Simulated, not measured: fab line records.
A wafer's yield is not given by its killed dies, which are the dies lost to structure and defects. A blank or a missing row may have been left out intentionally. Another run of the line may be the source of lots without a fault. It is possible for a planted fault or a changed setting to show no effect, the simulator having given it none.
A struck lot beside a sound one ; flow n5-finfet ; 36 steps out of a route of 1938
Sound: these wafers, L716.1, L716.3, L716.5. Struck: wafers L705.2, L705.4, L705.5. The cause comes at the end.
Each step with rows lists, per side, the tool, then ch with its chambers, then its first start. Under that, the readings that differ: sound wafers ; struck wafers ; difference of the means ; sigmas: that difference in standard deviations of wafers without a fault.
alike: words and numbers the same on both sides, and readings whose means are apart by under 2 such deviations; not compared: readings that were withheld, readings missing a value for some wafer, numbers with overlapping values and no deviation given by the record, and bounds like >300 which may hide the same value.
A row with sigmas, a row that says differs or no value, or rows on one side alone: a step with any of these is where the two part. Numbers that don't overlap but have no deviation are shown without sigmas and don't part them. Lack of a reading on every wafer of one side parts them only where that side has two or more wafers.

first, 11 steps without rows for these wafers: N5_BEOL_M0_CUTY_STRIP_64 (strips in N2/H2); N5_BEOL_M0_ETCH_138 (etches SiCN in CH3F/O2, target depth 12 nm, time 31.6 s); N5_BEOL_M0_HM_OPEN_105 (chemistry Cl2/BCl3, target TiN, target depth 12 nm); N5_BEOL_M0_STRIP_140 (strips in CF4); N5_BEOL_M0_STRIP_104 (strips in N2/H2); N5_BEOL_M0_WET_ETCH_106 (etches SiO2 in DHF, target depth 130 nm, rinse time 30 s); N5_BEOL_M0_ETCH_128 (etches SiCN in CF4/N2, target depth 12 nm, overetch 5.1 nm, time 21.4 s); N5_BEOL_M0_TRENCH_ETCH_107 (etches SiOC in C4F6/O2, target depth 32.8 nm, time 16.4 s); N5_BEOL_M0_STRIP_142 (strips in N2/H2, time 10 s); N5_BEOL_M0_HM_STRIP_129 (strips TiN in peroxide tin strip, target depth 17 nm, time 108 s); N5_BEOL_M0_SRD_130 (time 30 s).
N5_BEOL_M0_ETCH_109: etches SiCN in CH3F/O2, target depth 8 nm, overetch 2.4 nm, time 27.4 s.
  sound on rie-diel-01 ch 0,2,3, day 10 14:37; struck on rie-diel-01 ch 2,3, day 7 18:57
  no value came back on the struck wafers for any of 9 readings (CH3F_flow_sccm (sccm), O2_flow_sccm (sccm) and others); on the sound wafers CH3F_flow_sccm (sccm) reads 30.03 30.03 30.01
reading;sound;struck;difference;sigmas
model.SiOC_of_BEOL_M0_SAQP_ILD_DEP_01.thk-nm (nm);42 41.8 43.8;44.8 45.2 45.8;+2.7;
  not compared: rf-hours-counter-h
then, 16 steps without rows for these wafers: N5_BEOL_M0_STRIP_139 (strips in post etch residue remover, time 60 s); N5_BEOL_M0_SRD_111 (time 30 s); N5_BEOL_M0_DEGAS_112 (time 60 s); N5_BEOL_M0_PRE_CLEAN_113 (time 30 s); N5_BEOL_M0_ALD_136 (deposits TaN, pulse time 2 s, purge time 3 s, co reactant purge time 2 s); N5_BEOL_M0_SURFACE_TREAT_137; N5_BEOL_M0_CVD_115 (deposits Co from CCTBA/H2, time 120 s); N5_BEOL_M0_SPUTTER_116 (material Cu, target thk 4 nm, time 7.37 s); N5_BEOL_M0_ANNEAL_117 (time 60 s); N5_BEOL_M0_SPUTTER_132 (material Cu, target thk 4 nm, time 7.37 s); N5_BEOL_M0_ANNEAL_133 (time 60 s); N5_BEOL_M0_SPUTTER_134 (material Cu, target thk 4 nm, time 7.37 s); N5_BEOL_M0_ANNEAL_135 (time 60 s); N5_BEOL_M0_SPUTTER_141 (material Cu, target thk 4 nm, time 7.37 s); N5_BEOL_M0_ECD_118 (material Cu, target thk 300 nm); N5_BEOL_M0_ANNEAL_119 (time 90 s).
N5_BEOL_M0_CMP_120: polishes, stops on SiOC, t overpolish 6.9 s.
  sound on cmp-01 ch 1,2,3, day 10 18:26; struck on cmp-03 ch 0,1, day 7 21:25
reading;sound;struck;difference;sigmas
model.SiOC_of_BEOL_M0_SAQP_ILD_DEP_01.thk-nm (nm);39 38.8 40.6;41.8 42 42.6;+2.7;
  alike: motor-current-A, slurry-flow-ml-min
then, 4 steps without rows for these wafers: N5_BEOL_M0_PRE_CLEAN_131 (time 15 s); N5_BEOL_M0_CO_CAP_123 (material Co, precursor CCTBA/H2, target thk 2 nm, time 102.1 s); N5_BEOL_M0_PRE_CLEAN_124 (time 15 s); N5_BEOL_M0_DEP_125 (deposits SiCN from 3MS/NH3, target thk 8 nm, time 14 s).
N5_BEOL_M0_RS_MEAS_126: measurement is done with a four-point probe.
  sound on film-metro-02, day 10 18:59; struck on film-metro-01, day 7 22:00
reading;sound;struck;difference;sigmas
M0_RS (ohm/sq);0.553 0.546 0.511;0.607 0.616 0.637;+0.083;+5
N5_BEOL_M4_RC_MEAS_101:
  the record has rows for the sound wafers here (prober-01 ch 0, day 13 08:31) and none for the struck ones
-- a jump in the record: the struck wafers' starts before and after are 7 days apart (it breaks off in module BEOL_M4 and resumes in module PASSIVATION, where the first step shown is number 1936 of the route) --
N5_PASSIVATION_PROBE_49:
  only the struck wafers here have rows in the record (prober-01, day 14 21:32); the sound ones have none

WHERE THEY PART
At N5_BEOL_M0_ETCH_109 first; at N5_PASSIVATION_PROBE_49 last (within this record only).

WHY: what the simulator had put in
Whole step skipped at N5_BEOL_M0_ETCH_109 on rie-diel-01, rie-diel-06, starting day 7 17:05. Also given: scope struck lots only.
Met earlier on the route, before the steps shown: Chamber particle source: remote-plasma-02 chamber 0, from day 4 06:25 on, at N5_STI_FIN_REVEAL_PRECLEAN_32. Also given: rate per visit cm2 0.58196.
